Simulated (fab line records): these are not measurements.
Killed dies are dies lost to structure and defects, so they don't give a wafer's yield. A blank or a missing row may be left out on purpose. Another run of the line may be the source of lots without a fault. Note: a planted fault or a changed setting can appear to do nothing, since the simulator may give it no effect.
The tool behind it: which one? || flow n5 finfet || 33 wafers sampled from 11 lots at 1 step of a route of 1938

== WHAT THE GAUGES SHOWED, per wafer ==
N5_BEOL_M15_CD_MEAS_28: the cd target is 407.6 nm.
{"lot": "L928", "measured": "day 12 06:28", "on": "cd sem-02", "cd nm (nm)": "407.0 407.7 406.6"}
{"lot": "L927", "measured": "day 12 09:02", "on": "cd sem-02", "cd nm (nm)": "407.4 407.8 408.4"}
{"lot": "L931", "measured": "day 12 22:16", "on": "cd sem-01", "cd nm (nm)": "408.0 408.6 405.5"}
{"lot": "L930", "measured": "day 12 23:36", "on": "cd sem-02", "cd nm (nm)": "409.0 407.7 406.3"}
{"lot": "L933", "measured": "day 13 14:51", "on": "cd sem-01", "cd nm (nm)": "410.1 410.3 407.6"}
{"lot": "L934", "measured": "day 14 00:17", "on": "cd sem-02", "cd nm (nm)": "406.8 407.8 408.3"}
{"lot": "L935", "measured": "day 14 08:50", "on": "cd sem-01", "cd nm (nm)": "408.9 408.6 409.8"}
{"lot": "L937", "measured": "day 14 09:13", "on": "cd sem-02", "cd nm (nm)": "408.4 406.4 411.3"}
{"lot": "L944", "measured": "day 16 16:57", "on": "cd sem-03", "cd nm (nm)": "410.4 407.8 410.5"}
{"lot": "L947", "measured": "day 17 13:47", "on": "cd sem-03", "cd nm (nm)": "411.4 412.0 410.6"}
{"lot": "L948", "measured": "day 17 17:49", "on": "cd sem-02", "cd nm (nm)": "412.2 410.2 410.2"}

== WHICH TOOL RAN EACH LOT (tool, then ch and the chambers of the sampled wafers, then the start) ==
Before these readings, the record contains no process step.

== THE ANSWER, worked out from the rows above alone ==
Rule: what is usual is taken from the lots themselves. Put in order of their means at a reading, lots are off if they are a third of the lots or fewer, leave a main group of 4 or more, and stand apart from it by a gap of 3 or more times the standard deviation of the main group's means; of several such gaps the widest counts. A main group whose means are all the same, to the digits that the tables above print for the reading, isn't used. Also off: a lot with no number at a reading for which 4 or more lots have one. All remaining lots with rows at the step are treated as sound.
No lot is off on any of the readings shown, so nothing can be concluded from this.

== WHAT THE SIMULATOR HAD PUT IN ==
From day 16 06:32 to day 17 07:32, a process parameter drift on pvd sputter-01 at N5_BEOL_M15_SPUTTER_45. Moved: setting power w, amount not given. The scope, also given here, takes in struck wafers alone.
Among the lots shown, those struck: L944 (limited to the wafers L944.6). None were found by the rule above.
